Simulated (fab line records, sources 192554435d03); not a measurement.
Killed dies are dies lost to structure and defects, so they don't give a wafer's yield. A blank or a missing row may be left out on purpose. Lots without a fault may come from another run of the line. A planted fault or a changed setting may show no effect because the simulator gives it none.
A struck lot beside a sound one | flow n5_finfet | 36 steps out of a route of 1938
Sound: wafers L413.1, L413.3, L413.4. Struck: wafers L420.1, L420.3, L420.6. The cause comes at the end.
At each step with rows: each side's tool, then ch and its chambers, then its first start. Under that, the readings that differ: sound wafers | struck wafers | difference of the means | sigmas: that difference in standard deviations of wafers without a fault.
alike: readings whose means differ by less than 2 such deviations, and words and numbers that are the same on both sides. not compared: withheld readings, readings that some wafer has no value for, bounds like >300 that may hide the same value, and numbers for which the record gives no deviation and whose values overlap.
The two part at a step that has a row with sigmas, a row that says differs or no value, or rows on one side only. Numbers that don't overlap but have no deviation are shown without sigmas and don't part them. A reading that every wafer of one side lacks parts them only if that side has two wafers or more.

first, 9 steps without rows for these wafers: N5_BEOL_M3_ILD_DEP_00 (deposits SiOC from DEMS/O2, target thk 79 nm, time 15.3 s); N5_BEOL_M3_PECVD_72 (deposits SiO2 from TEOS/O2, target thk 16 nm, time 18 s); N5_BEOL_M3_HM_DEP_02 (deposits TiN, target thk 20 nm); N5_BEOL_M3_COAT_61 (time 60 s, resist thk 60 nm); N5_BEOL_M3_COAT_62 (time 60 s, resist thk 12 nm); N5_BEOL_M3_COAT_73 (time 60 s, resist thk 5 nm); N5_BEOL_M3_COAT_05 (resist thk 30 nm); N5_BEOL_M3_EBR_07; N5_BEOL_M3_SOFTBAKE_06 (time 60 s).
N5_BEOL_M3_EXPOSE_08: exposes mask M3.
  sound on euv_scanner-01 ch 0, day 7 07:32; struck on euv_scanner-01 ch 0, day 9 11:11
  reading              | sound             | struck            | difference | sigmas
  exposure_dose_mJ_cm2 | 32.98 32.95 32.96 | 35.50 35.47 35.44 | +2.51      | +78
  alike: mask
then, 2 steps without rows for these wafers: N5_BEOL_M3_PEB_09 (peb time 60 s); N5_BEOL_M3_DEVELOP_10 (develop time 30 s).
N5_BEOL_M3_CD_MEAS_11: target cd 17.05 nm.
  sound on cd_sem-01 ch 0, day 7 07:40; struck on cd_sem-01 ch 0, day 9 11:19
  reading    | sound             | struck            | difference | sigmas
  cd_nm (nm) | 17.02 17.01 16.62 | 18.11 18.45 18.21 | +1.37      | +5
then, 1 step without rows for these wafers: N5_BEOL_M3_DESCUM_16 (chemistry O2, time 7 s).
N5_BEOL_M3_ETCH_74: etches underlayer in N2/H2, target depth 6.5 nm, time 5.2 s.
  sound on rie_diel-05 ch 0,1,3, day 7 08:13; struck on rie_diel-06 ch 1,2,3, day 9 11:28
  reading                         | sound       | struck      | difference | sigmas
  model.BEOL_M3.cd_offset_nm (nm) | -0.2 0 -0.2 | 1.2 1.2 1.4 | +1.4       |
  alike: chamber_pressure_mTorr, drypump_motor_current_A, etch_rf_on_time_s, n2_flow_sccm, oes_product_au, rf_vpp_V, showerhead_plenum_p_Torr, throttle_valve_pct
  not compared: rf_hours_counter_h
then, 5 steps without rows for these wafers: N5_BEOL_M3_ETCH_63 (etches SiARC in CF4, target depth 15.6 nm, time 26 s); N5_BEOL_M3_ETCH_64 (etches SOC in N2/H2, target depth 75 nm, overetch 15 nm, time 112.5 s); N5_BEOL_M3_STRIP_65 (strips in N2/H2); N5_BEOL_M3_STRIP_75 (strips in N2/H2); N5_BEOL_M3_STRIP_66 (strips in CF4).
N5_BEOL_M3_HM_OPEN_17: chemistry Cl2/BCl3, target TiN, target depth 20 nm, overetch 6 nm.
  sound on rie_metal-03 ch 0,1, day 7 08:26; struck on rie_metal-01 ch 0,1, day 9 11:41
  reading                         | sound          | struck    | difference | sigmas
  model.BEOL_M3.cd_offset_nm (nm) | -0.4 -0.2 -0.2 | 1.4 1 1.2 | +1.5       |
  alike: chamber_pressure_mTorr, drypump_motor_current_A, oes_product_au, throttle_valve_pct
  not compared: rf_hours_counter_h
then, 1 step without rows for these wafers: N5_BEOL_M3_STRIP_19 (strips in O2).
N5_BEOL_M3_CD_MEAS_18: pitch 36 nm, target cd 18 nm.
  sound on cd_sem-02, day 7 08:43; struck on cd_sem-03, day 9 11:52
  reading    | sound          | struck         | difference | sigmas
  cd_nm (nm) | 17.7 17.5 17.2 | 18.8 19.0 19.0 | +1.5       | +4
then, 11 steps without rows for these wafers: N5_BEOL_M3_COAT_67 (time 60 s, resist thk 60 nm); N5_BEOL_M3_COAT_68 (time 60 s, resist thk 12 nm); N5_BEOL_M3_COAT_76 (time 60 s, resist thk 5 nm); N5_BEOL_M3_COAT_22 (resist thk 30 nm); N5_BEOL_M3_EBR_24; N5_BEOL_M3_SOFTBAKE_23 (time 60 s); N5_BEOL_M3_EXPOSE_25 (exposes mask V2, defocus 5 nm); N5_BEOL_M3_PEB_26 (peb time 60 s); N5_BEOL_M3_DEVELOP_27 (develop time 30 s); N5_BEOL_M3_DESCUM_33 (chemistry O2, time 7 s); N5_BEOL_M3_ETCH_77 (etches underlayer in N2/H2, target depth 6.5 nm, time 5.2 s).
N5_BEOL_M4_RC_MEAS_101:
  the record has rows for the sound wafers here (prober-01 ch 0, day 8 07:22) and none for the struck ones
N5_PASSIVATION_PROBE_49:
  the record has rows for the sound wafers here (prober-01, day 12 22:25) and none for the struck ones

WHERE THEY PART
First at N5_BEOL_M3_EXPOSE_08; last, within this record, at N5_PASSIVATION_PROBE_49.

WHY: what the simulator had put in
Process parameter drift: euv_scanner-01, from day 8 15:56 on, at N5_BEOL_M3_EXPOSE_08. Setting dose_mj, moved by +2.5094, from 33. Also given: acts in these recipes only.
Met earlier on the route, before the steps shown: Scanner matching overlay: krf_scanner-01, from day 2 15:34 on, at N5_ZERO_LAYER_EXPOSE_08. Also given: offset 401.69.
